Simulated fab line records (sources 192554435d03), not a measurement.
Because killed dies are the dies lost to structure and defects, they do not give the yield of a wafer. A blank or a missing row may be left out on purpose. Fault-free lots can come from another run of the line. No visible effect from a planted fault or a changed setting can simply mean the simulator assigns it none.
Matching of chambers + flow n5_finfet + N5_BEOL_M4_CO_CAP_55 on cvd_co-02: 3 sister chambers
The step material Co, precursor CCTBA/H2, target thk 2 nm, time 102.1 s. 3 wafers are shown with their chamber, then 9 later ones without.

== WAFERS PAIRED WITH THEIR CHAMBERS ==
| wafer  | chamber | heater_power_w (W) |
|--------|---------|--------------------|
| L084.6 | 0       | 230                |
| L085.4 | 1       | 230                |
| L085.6 | 2       | 257                |

== WAFERS WITHOUT THEIR CHAMBER ==
| wafer  | heater_power_w (W) |
|--------|--------------------|
| L090.4 | 228                |
| L090.5 | 260                |
| L090.6 | 239                |
| L091.2 | 241                |
| L091.4 | 237                |
| L091.6 | 256                |
| L093.1 | 255                |
| L093.2 | 240                |
| L093.6 | 259                |

== WHICH CHAMBER EACH ONE RAN IN ==
| wafer  | from the rows above          | in truth |
|--------|------------------------------|----------|
| L090.4 | can't be placed: 0 or 1      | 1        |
| L090.5 | 2                            | 2        |
| L090.6 | can't be placed: 0 or 1 or 2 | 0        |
| L091.2 | can't be placed: 0 or 1 or 2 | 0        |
| L091.4 | can't be placed: 0 or 1      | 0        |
| L091.6 | 2                            | 2        |
| L093.1 | 2                            | 2        |
| L093.2 | can't be placed: 0 or 1 or 2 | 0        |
| L093.6 | 2                            | 2        |
4 of 9 placed correctly. Not placeable from these rows: 5 (in 5, the candidates include the true chamber). 0 placed wrongly.
How it was worked out, from the rows above alone: a wafer's distance from a chamber is the root of the sum, over the readings, of the square of ((its reading less the chamber's mean) divided by the reading's scatter). The wafer belongs to the nearest chamber; if the next one is less than 2 further off, it can't be placed. A chamber's mean is the mean of its shown wafers. The scatter: with one shown wafer a chamber, the root of the mean of the squares of how far each hidden wafer lies from its nearest shown one.
